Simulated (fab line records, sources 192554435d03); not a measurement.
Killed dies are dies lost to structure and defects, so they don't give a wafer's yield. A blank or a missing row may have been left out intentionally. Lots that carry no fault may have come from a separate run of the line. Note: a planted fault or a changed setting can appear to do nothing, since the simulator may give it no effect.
fab line records	flow n5_finfet
record lots=9	wafers=27	last_day=19
route steps=1938 shown GATE_CUT@513 MOL_CONTACT_COAG@531 BEOL_M4@1111
lots untouched by any fault: they come from a run of this same line in which no faults occurred
start_h: start of the lot's first displayed wafer, in hours after the record's first day	wait_h: hours elapsed since this lot's preceding step	" repeats the value in the row above	L1.1+2: several wafers, shown together as one row	- value missing, or start not given	* or withheld: withheld	< > ~ a bound
route shown NAME@n: NAME is a module with steps in the file, n the number in the route of the first one	usual: mean and standard deviation over wafers with no fault	same: alike in all rows	chamber/n: place in a boat	sites: each site's reading	_std_site: the values' standard deviation	_edge_site: the outer-site mean with the inner-site mean subtracted	radius_mm: how far each site lies from the wafer's centre	mask NAME#n: copy n	behind: the last tool/chamber to shape the wafer	hold: why the lot was held/for how many hours/how that ended	device: transistor that didn't switch, given as n, p or np	end of line: the tests these same wafers got at the end of their route	where a step has no rows: the recipe by itself	killed: dies lost to structure and defects at the first sort, not the wafer's yield	map: per-die view of a wafer (x killed, . not killed, _ where there is no die)
set.NAME: setting as actually run; set.NAME@STEP: the setting as run at that earlier step	model.NAME: the simulator's own value behind a step, which no gauge read
the route's steps for a sample of lots (tables are steps, rows are wafers)
services: when a tool's chamber went out of use (start_h, in hours from the record's first day, below 0 if earlier), for how many hours, and the reason
## steps
# step N5_GATE_CUT_CMP_43
# recipe material=SiO2	post_cmp_clean=rinse_only
# usual motor_current_A=12.7/1.1	slurry_flow_ml_min=150.0/0.44
lot.wafer	tool	chamber	start_h	wait_h	motor_current_A	slurry_flow_ml_min
L198.1	cmp-02	0	103.15	0.2	12.1	150.3
L198.4	"	1	"	"	13.5	149.8
L198.5	"	2	"	"	13.5	149.3
L205.4	cmp-01	1	145.17	0.1	12.5	150.8
L205.2	"	3	"	"	11.5	149.7
L205.6	"	0	"	"	11.2	149.4
L207.2	cmp-01	0	160.64	0.0	11.4	151.0
L207.3	"	1	"	"	12.6	149.4
L207.4	"	3	"	"	11.0	150.0
L208.1	cmp-01	2	164.94	0.3	13.8	151.0
L208.6	"	3	"	"	11.8	150.2
L208.5	"	0	"	"	11.8	149.7
L209.1	cmp-02	0	167.92	0.0	11.7	149.4
L209.2	"	3	"	"	14.6	150.0
L209.5	"	0	"	"	11.4	149.9
L212.4	cmp-02	2	185.85	0.0	13.5	149.7
L212.3	"	3	"	"	15.0	149.8
L212.5	"	2	"	"	13.1	149.8
L215.1	cmp-01	3	204.73	0.1	11.4	149.0
L215.4	"	1	"	"	13.0	150.5
L215.6	"	3	"	"	11.0	150.1
L218.4	cmp-01	0	226.44	0.0	11.7	150.0
L218.2	"	1	"	"	12.5	150.1
L218.5	"	0	"	"	11.3	150.3
L219.2	cmp-02	0	228.67	0.1	11.8	149.9
L219.3	"	2	"	"	13.1	149.6
L219.6	"	3	"	"	13.8	149.7
# step N5_MOL_CONTACT_COAG_ETCH_105
# recipe chemistry=CF4	target=SiARC	target_depth_a=156	mask_material=CAR-EUV	time_s=26	ion_energy_ev=80	pressure_mtorr=40	source_w=545	bias_w=36	Ar_flow_sccm=100	cf4_flow_sccm=100	ends=cleared
# usual drypump_motor_current_A=5.9/0.46	etch_rf_on_time_s=26.4/0.58	oes_product_au=0.67/0.082	rf_fwd_power_W=531.5/1.6	rf_vpp_V=183.8/1	showerhead_plenum_p_Torr=2.11/0.064	throttle_valve_pct=15.63/0.29
lot.wafer	tool	chamber	start_h	wait_h	drypump_motor_current_A	etch_rf_on_time_s	oes_product_au	rf_fwd_power_W	rf_hours_counter_h	rf_vpp_V	showerhead_plenum_p_Torr	throttle_valve_pct
L198.1	rie_diel-01	1	104.48	0.0	5.8	25.6	0.85	530.4	1	183.3	2.10	15.53
L198.4	"	3	"	"	6.0	25.5	0.85	528.6	-	181.9	2.11	15.07
L198.5	"	1	"	"	5.8	25.7	0.84	529.7	-	183.5	2.10	15.51
L205.2	rie_diel-01	0	146.55	0.0	6.4	32.2	0.56	529.8	179	185.7	2.22	15.89
L205.4	"	1	"	"	5.7	31.1	0.71	531.4	15	184.5	2.09	15.54
L205.6	"	1	"	"	5.8	31.4	0.71	531.0	-	183.3	2.09	15.54
L207.2	rie_diel-01	3	161.83	0.0	5.9	30.7	0.72	532.5	27	183.9	2.10	15.12
L207.3	"	0	"	"	6.4	32.2	0.56	529.4	184	185.5	2.22	15.91
L207.4	"	2	"	"	6.6	31.4	0.59	531.2	150	183.7	2.06	15.99
L208.1	rie_diel-03	1	165.88	0.0	5.2	26.5	0.59	528.8	245	185.0	2.19	15.65
L208.5	"	0	"	"	5.6	26.6	0.59	533.6	-	182.7	2.04	15.64
L208.6	"	3	"	"	6.5	26.5	0.62	533.1	-	185.6	2.21	15.62
L209.1	rie_diel-04	0	169.14	0.0	6.0	26.3	0.65	534.4	126	184.3	2.15	15.96
L209.2	"	2	"	"	5.6	26.6	0.61	528.4	179	183.2	2.06	15.88
L209.5	"	2	"	"	5.6	26.6	0.61	529.9	-	183.6	2.06	15.87
L212.3	rie_diel-04	1	187.07	0.0	6.4	26.3	0.81	532.0	2	183.1	2.18	15.14
L212.4	"	2	"	"	5.6	26.2	0.61	532.5	186	181.7	2.05	15.90
L212.5	"	1	"	"	6.4	26.4	0.82	531.1	-	183.0	2.18	15.14
L215.1	rie_diel-03	1	205.89	0.0	5.2	26.4	0.85	530.7	1	183.9	2.19	15.15
L215.4	"	0	"	"	5.7	26.9	0.57	532.5	236	182.5	2.03	15.68
L215.6	"	1	"	"	5.2	26.5	0.85	532.5	-	185.9	2.19	15.15
L218.2	rie_diel-04	1	227.63	0.0	6.4	26.9	0.75	531.6	20	183.7	2.18	15.19
L218.4	"	0	"	"	6.0	26.8	0.63	533.6	-	184.4	2.14	16.02
L218.5	"	2	"	"	5.6	26.7	0.59	535.0	-	183.2	2.05	15.93
L219.2	rie_diel-04	1	229.90	0.0	6.4	26.8	0.75	530.6	22	184.8	2.18	15.19
L219.3	"	0	"	"	6.0	26.5	0.62	531.7	153	184.8	2.14	16.02
L219.6	"	2	"	"	5.6	26.6	0.60	531.4	-	182.7	2.05	15.93
# step N5_MOL_CONTACT_COAG_ETCH_110
# recipe chemistry=CF4/O2	target=Si	target_depth_a=25	time_s=8	pressure_mtorr=100	source_w=200	bias_w=12	ion_energy_ev=60	Ar_flow_sccm=100	cf4_flow_sccm=100	O2_flow_sccm=10
# usual drypump_motor_current_A=5.9/0.46	oes_ar_750_au=0.78/0.089	oes_product_au=0.78/0.098	rf_fwd_power_W=198.0/0.79	rf_vpp_V=128.5/2.3	showerhead_plenum_p_Torr=2.20/0.065	throttle_valve_pct=10.8/0.3
lot.wafer	tool	chamber	start_h	wait_h	drypump_motor_current_A	oes_ar_750_au	oes_product_au	rf_fwd_power_W	rf_hours_counter_h	rf_vpp_V	showerhead_plenum_p_Torr	throttle_valve_pct
L198.1	rie_diel-01	1	104.71	0.0	5.7	0.97	1.00	197.6	1	128.1	2.18	10.5
L198.4	"	3	"	"	5.9	0.98	0.98	197.6	-	126.5	2.19	10.2
L198.5	"	1	"	"	5.7	0.97	0.99	198.0	-	127.3	2.18	10.5
L205.2	rie_diel-01	0	146.77	0.0	6.4	0.74	0.71	197.7	179	123.8	2.31	11.0
L205.4	"	1	"	"	5.8	0.91	0.93	198.4	15	129.1	2.18	10.6
L205.6	"	1	"	"	5.7	0.90	0.92	198.8	-	128.3	2.18	10.6
L207.2	rie_diel-01	3	162.05	0.0	5.9	0.92	0.94	198.6	27	127.0	2.18	10.2
L207.3	"	0	"	"	6.4	0.73	0.71	197.6	184	125.3	2.31	11.0
L207.4	"	2	"	"	6.6	0.75	0.75	197.7	150	127.0	2.14	11.1
L208.1	rie_diel-03	1	166.11	0.0	5.2	0.69	0.68	197.5	245	128.3	2.28	10.9
L208.5	"	0	"	"	5.7	0.69	0.68	199.3	-	128.1	2.12	10.9
L208.6	"	3	"	"	6.5	0.72	0.71	199.1	-	126.9	2.29	10.8
L209.1	rie_diel-04	0	169.47	0.1	6.0	0.78	0.76	199.1	127	125.3	2.23	11.0
L209.2	"	2	"	"	5.6	0.71	0.73	197.8	179	131.6	2.14	11.0
L209.5	"	2	"	"	5.6	0.72	0.72	197.9	-	132.3	2.14	11.0
L212.3	rie_diel-04	1	187.30	0.0	6.4	0.94	0.95	198.6	2	129.6	2.27	10.2
L212.4	"	2	"	"	5.6	0.71	0.72	196.9	186	131.7	2.13	11.1
L212.5	"	1	"	"	6.4	0.94	0.94	198.7	-	131.7	2.27	10.2
L215.1	rie_diel-03	1	206.11	0.0	5.2	0.98	0.98	196.2	1	128.1	2.27	10.2
L215.4	"	0	"	"	5.6	0.68	0.67	197.8	236	127.4	2.11	10.9
L215.6	"	1	"	"	5.2	0.99	0.99	196.2	-	129.0	2.27	10.2
L218.2	rie_diel-04	1	227.85	0.0	6.4	0.89	0.88	198.6	20	131.6	2.26	10.3
L218.4	"	0	"	"	6.0	0.75	0.73	198.9	-	127.6	2.23	11.1
L218.5	"	2	"	"	5.6	0.70	0.70	197.6	-	130.6	2.13	11.1
L219.2	rie_diel-04	1	230.13	0.0	6.4	0.88	0.88	198.7	22	131.4	2.26	10.3
L219.3	"	0	"	"	6.0	0.75	0.73	198.3	153	127.3	2.23	11.1
L219.6	"	2	"	"	5.6	0.69	0.70	197.8	-	131.6	2.13	11.1
# step N5_MOL_CONTACT_COAG_CD_MEAS_99
# recipe target_cd_nm=17.2	polarity=opening
# usual cd_nm=17.1/0.37
lot.wafer	tool	chamber	start_h	wait_h	cd_nm
L198.1	cd_sem-03	-	104.83	-	17.1
L198.4	"	-	"	"	17.2
L198.5	"	-	"	"	17.0
L205.2	cd_sem-02	-	146.89	-	16.7
L205.4	"	-	"	"	17.7
L205.6	"	-	"	"	17.5
L207.2	cd_sem-01	-	162.17	-	17.3
L207.3	"	-	"	"	16.9
L207.4	"	-	"	"	16.7
L208.1	cd_sem-03	-	166.23	-	16.8
L208.5	"	-	"	"	16.8
L208.6	"	-	"	"	16.7
L209.1	cd_sem-03	-	169.63	-	17.8
L209.2	"	-	"	"	17.8
L209.5	"	-	"	"	17.3
L212.3	cd_sem-02	-	187.42	-	17.5
L212.4	"	-	"	"	17.6
L212.5	"	-	"	"	16.5
L215.1	cd_sem-01	-	206.23	-	16.8
L215.4	"	-	"	"	16.8
L215.6	"	-	"	"	16.7
L218.2	cd_sem-01	-	227.97	-	16.8
L218.4	"	-	"	"	17.5
L218.5	"	-	"	"	17.6
L219.2	cd_sem-03	-	230.25	-	17.1
L219.3	"	-	"	"	17.3
L219.6	"	-	"	"	17.6
# step N5_BEOL_M4_RC_MEAS_101
# usual DIBL_N=35.8/1.7	DIBL_P=35.3/2	IOFF_N=0.150/0.026	IOFF_P=0.194/0.029	ION_N=667/11	ION_P=456/7.1	SS_N=71.4/0.65	SS_P=73.1/0.64	VT_N=251/3	VT_P=-252/3.2
lot.wafer	tool	chamber	start_h	wait_h	DIBL_N[mV/V]	DIBL_P[mV/V]	IOFF_N[nA/um]	IOFF_P[nA/um]	ION_N[uA/um]	ION_P[uA/um]	SS_N[mV/dec]	SS_P[mV/dec]	VT_N[mV]	VT_P[mV]
L198.1	prober-02	0	223.98	0.0	36.1	36.4	0.148	0.197	663	452	71.0	73.3	252	-252
L198.4	"	0	"	"	36.0	36.0	0.150	0.196	671	462	71.1	73.4	253	-255
L198.5	"	0	"	"	37.7	37.8	0.173	0.228	666	457	72.4	74.0	247	-250
L205.2	prober-01	0	277.01	0.2	34.5	36.0	0.148	0.217	665	464	71.5	73.9	250	-247
L205.4	"	0	"	"	33.9	34.6	0.136	0.202	660	463	70.9	72.9	251	-250
L205.6	"	0	"	"	35.6	36.7	0.175	0.238	671	462	71.9	73.8	247	-246
L207.2	prober-02	0	286.73	0.2	37.4	38.0	0.163	0.246	681	466	70.8	73.6	250	-247
L207.3	"	0	"	"	32.9	32.1	0.104	0.162	668	461	70.4	72.0	254	-252
L207.4	"	0	"	"	36.3	35.2	0.139	0.201	664	467	70.6	72.2	253	-251
L209.1	prober-01	0	286.95	0.0	35.4	34.1	0.146	0.177	670	454	71.3	72.7	251	-253
L209.2	"	0	"	"	36.5	35.8	0.153	0.193	656	447	72.2	72.5	251	-252
L209.5	"	0	"	"	36.5	34.9	0.155	0.184	661	453	71.7	73.5	251	-252
L208.1	prober-02	0	307.71	0.4	36.6	34.3	0.161	0.192	668	456	72.1	74.2	251	-252
L208.5	"	0	"	"	35.7	35.7	0.151	0.210	677	458	72.2	73.4	249	-251
L208.6	"	0	"	"	35.0	32.6	0.134	0.162	659	449	71.6	72.8	253	-255
L212.3	prober-01	0	313.59	0.3	34.5	34.0	0.121	0.179	650	454	71.1	73.7	254	-250
L212.4	"	0	"	"	34.4	32.9	0.116	0.167	656	451	70.8	72.8	255	-255
L212.5	"	0	"	"	36.1	35.3	0.143	0.204	668	455	71.9	72.8	253	-251
L215.1	prober-01	0	335.82	0.0	36.1	35.1	0.165	0.231	666	467	71.9	72.7	245	-246
L215.4	"	0	"	"	38.2	36.6	0.209	0.262	691	470	71.8	73.3	243	-244
L215.6	"	0	"	"	34.3	31.9	0.121	0.186	652	458	70.9	72.6	251	-251
L218.2	prober-02	0	347.74	0.2	37.6	35.2	0.177	0.217	680	463	71.3	73.9	248	-248
L218.4	"	0	"	"	36.5	35.3	0.159	0.212	669	461	70.4	72.7	250	-250
L218.5	"	0	"	"	36.8	36.0	0.167	0.225	679	464	71.2	73.7	250	-252
L219.2	prober-02	0	349.58	0.2	36.4	37.8	0.167	0.192	676	457	71.4	73.8	247	-252
L219.3	"	0	"	"	32.1	30.6	0.103	0.114	649	443	70.6	71.6	255	-260
L219.6	"	0	"	"	38.1	38.0	0.195	0.186	674	452	72.7	73.5	247	-255
## services
tool	chamber	start_h	hours	kind
cmp-02	-	84.87	1.1	repair
rie_diel-03	3	86.91	5.4	repair
rie_diel-01	1	89.16	-	clean
rie_diel-01	0	100.51	13.7	repair
rie_diel-04	2	110.41	45.9	repair
cmp-02	-	110.86	0.5	repair
rie_diel-04	-	115.75	0.4	repair
cmp-02	-	146.21	7.9	repair
cmp-01	-	149.55	4.3	repair
rie_diel-04	1	156.64	-	clean
rie_diel-04	1	156.64	-	consumable_replace:focus_ring
rie_diel-04	1	156.64	21.8	scheduled_down
rie_diel-04	1	156.64	21.8	vent_cycle
rie_diel-04	0	159.67	9.2	repair
rie_diel-04	3	166.89	6.3	repair
cmp-02	-	171.78	1.0	repair
rie_diel-01	2	196.01	16.2	repair
cmp-01	-	209.94	0.7	repair
rie_diel-04	3	217.41	-	clean
rie_diel-04	3	217.41	-	consumable_replace:focus_ring
rie_diel-04	3	217.41	-	consumable_replace:showerhead
rie_diel-04	3	217.41	30.8	scheduled_down
rie_diel-04	3	217.41	30.8	vent_cycle
cmp-02	-	220.30	7.3	pm
## key
first_sign step=N5_MOL_CONTACT_COAG_ETCH_105	reading=etch_rf_on_time_s	direction=up	sigmas=8.9	usual=*	struck=*
effect none on later readings
met_at N5_MOL_CONTACT_COAG_ETCH_105
struck_lots L205,L207
not_acting_at N5_GATE_CUT_CMP_43,N5_MOL_CONTACT_COAG_ETCH_110,N5_MOL_CONTACT_COAG_CD_MEAS_99
onset_between 104.48 146.55
fault kind=process_parameter_drift	tool=rie_diel-01	chamber=-	onset_h=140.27	steps=N5_MOL_CONTACT_COAG_ETCH_105	channel=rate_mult	offset=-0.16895	shape=step	end_h=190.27
